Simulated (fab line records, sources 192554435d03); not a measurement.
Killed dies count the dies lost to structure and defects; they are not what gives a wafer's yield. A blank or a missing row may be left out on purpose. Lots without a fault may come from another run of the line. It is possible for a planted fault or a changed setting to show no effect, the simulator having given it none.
Split-lot trial | flow n5 finfet | 7 lots, 21 wafers read, on a route of 1938 steps

== THE SPLIT ITSELF ==
At N5_WELL_APT_COAT_19 (resist thk 950 nm), the setting spin rpm was moved away from the recipe's 1357 rpm on 5 of the 21 wafers read, by -9.1% to +10.2%. All remaining wafers had this setting at the recipe value.

The reading comes from the split's own step.

== THE READING ==
coat_of_WELL_APT_COAT_19.thk nm (the simulator's own value, which no gauge read), in nm, at N5_WELL_APT_COAT_19 (resist thk 950 nm). No usual value for it is given in the file. Average 949.9 nm, standard deviation 4.5 nm, over the 16 wafers here run with the recipe.

wafer  | tool, chamber at the split | spin rpm as run, rpm | against the recipe | coat_of_WELL_APT_COAT_19.thk nm, nm | against lot-mates on the recipe
L077.2 | litho track-04, 0          | 1357                 | recipe             | 958.2                               | -
L077.3 | litho track-04, 0          | 1496                 | +10.2%             | 911.4                               | -47.9
L077.4 | litho track-04, 0          | 1357                 | recipe             | 960.4                               | -
L078.1 | litho track-01, 0          | 1357                 | recipe             | 945.6                               | -
L078.2 | litho track-01, 0          | 1357                 | recipe             | 947                                 | -
L078.6 | litho track-01, 0          | 1357                 | recipe             | 946.7                               | -
L079.2 | litho track-04, 0          | 1357                 | recipe             | 950.5                               | -
L079.5 | litho track-04, 0          | 1357                 | recipe             | 951.1                               | -
L079.6 | litho track-04, 0          | 1445                 | +6.5%              | 922.8                               | -28.0
L080.3 | litho track-04, 0          | 1357                 | recipe             | 944.4                               | -
L080.4 | litho track-04, 0          | 1357                 | recipe             | 950.7                               | -
L080.5 | litho track-04, 0          | 1357                 | recipe             | 949.3                               | -
L083.2 | litho track-04, 0          | 1357                 | recipe             | 951.1                               | -
L083.3 | litho track-04, 0          | 1357                 | recipe             | 949                                 | -
L083.5 | litho track-04, 0          | 1357                 | recipe             | 951.5                               | -
L084.1 | litho track-03, 0          | 1234                 | -9.1%              | 999                                 | +46.4
L084.2 | litho track-03, 0          | 1357                 | recipe             | 952.6                               | -
L084.4 | litho track-03, 0          | 1234                 | -9.1%              | 1001                                | +48.4
L085.2 | litho track-01, 0          | 1357                 | recipe             | 947.4                               | -
L085.5 | litho track-01, 0          | 1357                 | recipe             | 942.4                               | -
L085.6 | litho track-01, 0          | 1427                 | +5.2%              | 923.9                               | -21.0

THE FIT
A straight line over all 21 wafers: coat_of_WELL_APT_COAT_19.thk nm changes by -4.79 nm for each +1% of spin rpm; r = -0.97; the points scatter about the line by 5.2 nm.
The same after taking each lot's own level away (the mean of its wafers on the recipe; 21 wafers): -4.86 nm for each +1%; r = -0.99; scatter 2.1 nm.
Per that fit: largest spin rpm move, reading shift of 50 nm.
The lots' own levels span 944.90 to 959.30 nm, that is 3.2 times the standard deviation above.
The two slopes agree, so the slope changes little with the lot-to-lot level.
Check: -49.6 nm against its lot-mates is what the line predicts for one of the wafers moved furthest among these (+10.2%) when that wafer is left out of the fit. Against them it came out at -47.9 nm.

== FILE'S OWN FIT ==
coat_of_WELL_APT_COAT_19.thk nm changes by -4.73 nm for each +1% of spin rpm, r = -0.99.
